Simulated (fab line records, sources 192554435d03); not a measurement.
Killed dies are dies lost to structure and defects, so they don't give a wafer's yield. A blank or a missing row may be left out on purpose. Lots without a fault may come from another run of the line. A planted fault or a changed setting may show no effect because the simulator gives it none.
One fault seen from 2 desks | flow n5_finfet | each desk has only its own numbers; what lay behind them comes last

THE METROLOGY DESK
What the gauges read, lot by lot, whatever tool the lot ran on: means of the sampled wafers that have a number. A lot is out of limits, marked OUT, if its mean lies more than 4 standard deviations from the usual mean; the brackets give that distance. Of its 10 readings 7 are shown: those that lie furthest out on some lot.
Columns: A = DIBL_N at N5_BEOL_M4_RC_MEAS_101, usual 36.3 mV/V; B = DIBL_P at N5_BEOL_M4_RC_MEAS_101, usual 35.7 mV/V; C = IOFF_P at N5_BEOL_M4_RC_MEAS_101, usual 0.204 nA/um; D = ION_N at N5_BEOL_M4_RC_MEAS_101, usual 671 uA/um; E = SS_N at N5_BEOL_M4_RC_MEAS_101, usual 71.5 mV/dec; F = SS_P at N5_BEOL_M4_RC_MEAS_101, usual 73.1 mV/dec; G = VT_P at N5_BEOL_M4_RC_MEAS_101, usual -251 mV
lot  | first seen here | A    | B    | C     | D   | E    | F    | G
L794 | day 11 00:01    | 36.6 | 36.5 | 0.197 | 685 | 72.0 | 73.4 | -253
L796 | day 11 07:37    | 34.8 | 32.8 | 0.164 | 672 | 71.4 | 73.3 | -257
L798 | day 11 15:51    | 39.1 | 37.3 | 0.226 | 675 | 72.2 | 74.2 | -249
L799 | day 11 23:05    | 34.9 | 35.8 | 0.184 | 663 | 71.8 | 72.9 | -252
L804 | day 13 06:05    | 35.7 | 36.0 | 0.219 | 667 | 71.5 | 72.9 | -248
This desk's finding: nothing out of limits on any of the 5 lots.

THE TOOL OWNER'S DESK: rie_diel-01
The tool's own readings at N5_MOL_CONTACT_COAG_ETCH_47 (etches SiNx in CH3F/O2, stops on W, target depth 27 nm): means of the sampled wafers that have a number, for each lot that ran on this tool. A lot is out of limits, marked OUT, if its mean lies more than 4 standard deviations from the usual mean; the brackets give that distance.
Columns: A = bias_w at N5_MOL_CONTACT_COAG_ETCH_47, usual 72.99 W; B = drypump_motor_current_A at N5_MOL_CONTACT_COAG_ETCH_47, usual 5.8 A; C = etch_rf_on_time_s at N5_MOL_CONTACT_COAG_ETCH_47, usual 31.4 s; D = oes_product_au at N5_MOL_CONTACT_COAG_ETCH_47, usual 0.70 a.u.; E = rf_vpp_V at N5_MOL_CONTACT_COAG_ETCH_47, usual 296.0 V; F = showerhead_plenum_p_Torr at N5_MOL_CONTACT_COAG_ETCH_47, usual 2.02 Torr; G = throttle_valve_pct at N5_MOL_CONTACT_COAG_ETCH_47, usual 16.25 %
lot  | first seen here | A     | B   | C              | D    | E     | F    | G
L794 | day 8 08:00     | 72.87 | 5.4 | 31.7           | 0.69 | 296.6 | 2.04 | 16.11
L796 | day 8 18:11     | 73.01 | 5.5 | 37.9 (+15) OUT | 0.63 | 296.7 | 2.05 | 16.12
L798 | day 9 01:25     | 72.55 | 5.6 | 37.5 (+14) OUT | 0.63 | 298.8 | 2.05 | 16.15
L799 | day 9 03:55     | 73.01 | 5.6 | 37.9 (+15) OUT | 0.66 | 298.0 | 2.02 | 16.01
This desk's finding: out of limits on L796, L798, L799; first on L796, day 8 18:11 (etch_rf_on_time_s at N5_MOL_CONTACT_COAG_ETCH_47). In limits: L794.

PUT TOGETHER
The tool owner's desk could have raised an alarm at day 8 18:11, on L796, L798, L799.
The metrology desk saw nothing out of limits.
The metrology desk has L796, L798, L799 on record, within its limits.
Of the lots named, all ran N5_MOL_CONTACT_COAG_ETCH_47 on rie_diel-01.

WHAT THE SIMULATOR HAD PUT IN
Process parameter drift: rie_diel-01, from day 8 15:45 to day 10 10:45, at N5_MOL_CONTACT_COAG_ETCH_47. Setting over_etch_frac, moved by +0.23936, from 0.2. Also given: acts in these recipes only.
Lots struck among those shown: L796, L798, L799.
Hours from the fault's start to each desk's first reading out of limits: the tool owner's desk, 2.
